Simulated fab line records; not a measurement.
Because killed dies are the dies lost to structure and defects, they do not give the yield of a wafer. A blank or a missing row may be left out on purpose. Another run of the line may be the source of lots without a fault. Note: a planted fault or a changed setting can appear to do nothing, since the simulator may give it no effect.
Matching of chambers || flow nandHarc || NHARC_A_BLC_ALD_23 on aldMetal-01: 4 sister chambers
The step deposits TiN, target thk 3 nm, pulse time 1 s, ald cycles 150. 8 wafers are shown with their chamber, then 12 later ones without.

## WAFERS PAIRED WITH THEIR CHAMBERS
{"wafer": "L080.3", "chamber": 2, "heaterPowerW (W)": 865, "susceptorTempC (C)": 449.62}
{"wafer": "L084.2", "chamber": 1, "heaterPowerW (W)": 1067, "susceptorTempC (C)": 450.22}
{"wafer": "L083.4", "chamber": 1, "heaterPowerW (W)": 1099, "susceptorTempC (C)": 449.39}
{"wafer": "L086.2", "chamber": 0, "heaterPowerW (W)": 1043, "susceptorTempC (C)": 450.46}
{"wafer": "L086.4", "chamber": 3, "heaterPowerW (W)": 1009, "susceptorTempC (C)": 450.00}
{"wafer": "L087.3", "chamber": 2, "heaterPowerW (W)": 836, "susceptorTempC (C)": 449.75}
{"wafer": "L087.5", "chamber": 3, "heaterPowerW (W)": 1000, "susceptorTempC (C)": 450.45}
{"wafer": "L087.6", "chamber": 0, "heaterPowerW (W)": 1051, "susceptorTempC (C)": 449.95}

## WAFERS WITHOUT THEIR CHAMBER
{"wafer": "L091.1", "heaterPowerW (W)": 1067, "susceptorTempC (C)": 450.24}
{"wafer": "L091.2", "heaterPowerW (W)": 868, "susceptorTempC (C)": 450.05}
{"wafer": "L091.4", "heaterPowerW (W)": 1016, "susceptorTempC (C)": 450.19}
{"wafer": "L089.1", "heaterPowerW (W)": 1090, "susceptorTempC (C)": 449.91}
{"wafer": "L089.3", "heaterPowerW (W)": 1098, "susceptorTempC (C)": 449.71}
{"wafer": "L089.5", "heaterPowerW (W)": 1072, "susceptorTempC (C)": 449.39}
{"wafer": "L088.3", "heaterPowerW (W)": 984, "susceptorTempC (C)": 450.12}
{"wafer": "L088.4", "heaterPowerW (W)": 1070, "susceptorTempC (C)": 449.86}
{"wafer": "L088.5", "heaterPowerW (W)": 971, "susceptorTempC (C)": 450.10}
{"wafer": "L097.2", "heaterPowerW (W)": 1069, "susceptorTempC (C)": 449.98}
{"wafer": "L097.3", "heaterPowerW (W)": 852, "susceptorTempC (C)": 449.74}
{"wafer": "L097.5", "heaterPowerW (W)": 870, "susceptorTempC (C)": 449.50}

## WHICH CHAMBER EACH WENT THROUGH
{"wafer": "L091.1", "from the rows above": "can't be placed: 0 or 1", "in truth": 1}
{"wafer": "L091.2", "from the rows above": 2, "in truth": 2}
{"wafer": "L091.4", "from the rows above": "can't be placed: 3 or 0", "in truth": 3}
{"wafer": "L089.1", "from the rows above": 1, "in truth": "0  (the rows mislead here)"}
{"wafer": "L089.3", "from the rows above": 1, "in truth": 1}
{"wafer": "L089.5", "from the rows above": "can't be placed: 1 or 0", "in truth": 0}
{"wafer": "L088.3", "from the rows above": 3, "in truth": 3}
{"wafer": "L088.4", "from the rows above": "can't be placed: 1 or 0", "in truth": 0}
{"wafer": "L088.5", "from the rows above": 3, "in truth": 3}
{"wafer": "L097.2", "from the rows above": "can't be placed: 1 or 0", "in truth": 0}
{"wafer": "L097.3", "from the rows above": 2, "in truth": 2}
{"wafer": "L097.5", "from the rows above": 2, "in truth": 2}
Correctly placed: 6 of 12. Unplaceable from these rows: 5, with the true chamber sitting among the candidates in 5. Placed wrongly: 1.
How it was worked out, from the rows above alone: a wafer's distance from a chamber is the root of the sum, over the readings, of the square of ((its reading less the chamber's mean) divided by the reading's scatter). The wafer belongs to the nearest chamber; if the next one is less than 2 further off, it can't be placed. Each chamber's mean is taken over the wafers shown for it. The scatter: take each reading less its chamber's mean, square it, sum over the shown wafers, divide by the number of wafers less the number of chambers, and take the root.
